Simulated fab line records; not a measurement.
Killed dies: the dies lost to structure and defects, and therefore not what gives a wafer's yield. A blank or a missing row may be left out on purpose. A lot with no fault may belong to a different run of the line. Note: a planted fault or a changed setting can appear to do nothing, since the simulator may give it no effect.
Which tool is to blame? | flow n5 finfet | Sampling: 12 lots, 34 wafers, 3 of 1938 route steps

== WHAT EACH GAUGE READ, for each wafer ==
N5_PASSIVATION_OVL_MEAS_63.
lot  | measured     | on         | PAD_OVL (nm)
L137 | day 12 18:32 | overlay-01 | -6 -10 -11
L139 | day 13 06:20 | overlay-02 | 5 10 1
L140 | day 13 21:56 | overlay-01 | -13 -8
L142 | day 14 10:20 | overlay-02 | 4 -5
L144 | day 13 18:45 | overlay-02 | 2 0 0
L147 | day 15 06:28 | overlay-02 | 0 3 -3
L148 | day 15 15:47 | overlay-02 | 9 0 8
L149 | day 15 05:47 | overlay-01 | -15 -3 -4
L151 | day 15 14:45 | overlay-02 | -13 -15 -12
L158 | day 19 06:08 | overlay-01 | -2 -2 -7
L159 | day 18 12:14 | overlay-02 | 7 0 11
L160 | day 18 00:46 | overlay-01 | -2 -3 -2

== WHAT TOOL EACH LOT RAN ON (gives the tool, then ch and the chambers of the sampled wafers, and finally the start) ==
lot  | N5_PMOS_HMC_CHANNEL_EPI_FIN_RECESS_16 | N5_PASSIVATION_ETCH_15
L137 | rie si-02 ch 0,3, day 1 17:31         | rie diel-03 ch 1,3, day 12 18:32 or earlier
L139 | rie si-03 ch 1,3, day 2 06:09         | rie diel-03 ch 1,3, day 13 06:20 or earlier
L140 | rie si-02 ch 0,3, day 2 12:12         | rie diel-02 ch 2,3, day 13 21:56 or earlier
L142 | rie si-03 ch 0,3, day 2 23:58         | rie diel-04 ch 1, day 14 10:20 or earlier
L144 | rie si-05 ch 0,3, day 3 15:23         | rie diel-02 ch 2,3, day 13 18:45 or earlier
L147 | rie si-03 ch 0,2, day 4 06:22         | rie diel-03 ch 0,1,3, day 15 06:28 or earlier
L148 | rie si-05 ch 1,2,3, day 4 12:46       | rie diel-03 ch 0,3, day 15 15:47 or earlier
L149 | rie si-02 ch 1,2, day 4 17:55         | rie diel-04 ch 0,2,3, day 15 05:47 or earlier
L151 | rie si-02 ch 1,2,3, day 5 05:46       | rie diel-04 ch 0,2,3, day 15 14:45 or earlier
L158 | rie si-02 ch 0,2, day 7 00:16         | rie diel-03 ch 1,3, day 19 06:08 or earlier
L159 | rie si-02 ch 0,2, day 7 05:55         | rie diel-04 ch 0,1,3, day 18 12:14 or earlier
L160 | rie si-03 ch 0,2, day 7 11:44         | rie diel-04 ch 1,2,3, day 18 00:46 or earlier
- N5_PMOS_HMC_CHANNEL_EPI_FIN_RECESS_16: chemistry HBr/Cl2, target Si, target depth 54 nm, time 18 s.
- N5_PASSIVATION_ETCH_15: etches SiCN in CF4/N2, target depth 75 nm, time 81.2 s.

== AS READ BY THE TOOLS THEMSELVES (means over the sampled wafers that have a number; for cases with no such wafer, the mark the record gives instead) ==
N5_PMOS_HMC_CHANNEL_EPI_FIN_RECESS_16.
lot  | tool      | HBr_flow_sccm (sccm) | bias w (W) | drypump motor current A (A) | oes product au (a.u.) | throttle valve pct (%)
L137 | rie si-02 | 150.3                | 74.90      | 5.8                         | 0.994                 | 35.6
L139 | rie si-03 | 149.7                | 75.05      | 6.2                         | 1.011                 | 35.3
L140 | rie si-02 | 149.6                | 75.22      | 5.8                         | 0.993                 | 35.5
L142 | rie si-03 | 150.4                | 75.25      | 5.8                         | 1.026                 | 35.1
L144 | rie si-05 | 150.6                | 74.97      | 5.9                         | 1.009                 | 35.5
L147 | rie si-03 | 149.7                | 75.00      | 5.6                         | 1.026                 | 34.9
L148 | rie si-05 | 150.0                | 74.86      | 6.1                         | 1.016                 | 35.1
L149 | rie si-02 | 149.9                | 74.95      | 6.1                         | 0.997                 | 35.6
L151 | rie si-02 | 150.1                | 74.91      | 6.1                         | 0.998                 | 35.6
L158 | rie si-02 | 149.7                | 75.20      | 5.8                         | 0.978                 | 35.7
L159 | rie si-02 | 150.3                | 75.22      | 5.8                         | 0.987                 | 35.7
L160 | rie si-03 | 150.2                | 75.11      | 5.9                         | 1.009                 | 34.8

N5_PASSIVATION_ETCH_15.
lot  | tool        | bias w (W) | cf4 flow sccm (sccm) | drypump motor current A (A) | oes product au (a.u.) | rf vpp V (V) | showerhead plenum p Torr (Torr) | throttle valve pct (%)
L137 | rie diel-03 | 70.21      | 59.96                | 5.6                         | 0.79                  | 381.5        | 2.20                            | 15.60
L139 | rie diel-03 | 69.70      | 60.00                | 5.3                         | 0.82                  | 381.0        | 2.17                            | 15.56
L140 | rie diel-02 | 69.83      | 60.19                | 5.2                         | 0.83                  | 382.5        | 2.23                            | 15.34
L142 | rie diel-04 | 70.03      | 60.18                | 5.8                         | 0.66                  | 381.6        | 2.19                            | 15.96
L144 | rie diel-02 | 69.85      | 60.08                | 5.2                         | 0.86                  | 382.5        | 2.21                            | 15.35
L147 | rie diel-03 | 70.02      | 59.96                | 5.5                         | 0.82                  | 381.2        | 2.17                            | 15.44
L148 | rie diel-03 | 70.06      | 60.18                | 5.9                         | 0.78                  | 382.0        | 2.18                            | 15.49
L149 | rie diel-04 | 69.68      | 59.99                | 5.6                         | 0.80                  | 384.3        | 2.29                            | 15.53
L151 | rie diel-04 | 70.09      | 59.96                | 5.6                         | 0.80                  | 384.7        | 2.29                            | 15.53
L158 | rie diel-03 | 69.97      | 60.05                | 5.6                         | 0.76                  | 381.6        | 2.18                            | 15.68
L159 | rie diel-04 | 69.81      | 60.06                | 5.7                         | 0.92                  | 382.9        | 2.24                            | 15.37
L160 | rie diel-04 | 70.00      | 60.14                | 5.5                         | 0.89                  | 383.1        | 2.25                            | 15.39

== THE ANSWER, worked out from the rows above alone ==
Rule: what is usual is taken from the lots themselves. The widest of any qualifying gaps counts: lots, ordered by their means at a reading, are off when they make up no more than a third of the lots, leave a main group of 4 or more, and stand apart from it by 3 or more times the standard deviation of that group's means. A main group is skipped when, at the precision printed for the reading in the tables above, its means are all equal. Also off: a lot with no number at a reading for which 4 or more lots have one. Any other lot the step has rows for is counted as sound. Order of review: gauges by route order, followed by the tools' own readings, for which a lot's mean as printed above is used. At the first step where some lot is off, the reading lying furthest off is the one used; lots without a number count as furthest.
None of the lots is off at any reading shown; this tells nothing.

== WHAT HAD BEEN PUT IN BY THE SIMULATOR ==
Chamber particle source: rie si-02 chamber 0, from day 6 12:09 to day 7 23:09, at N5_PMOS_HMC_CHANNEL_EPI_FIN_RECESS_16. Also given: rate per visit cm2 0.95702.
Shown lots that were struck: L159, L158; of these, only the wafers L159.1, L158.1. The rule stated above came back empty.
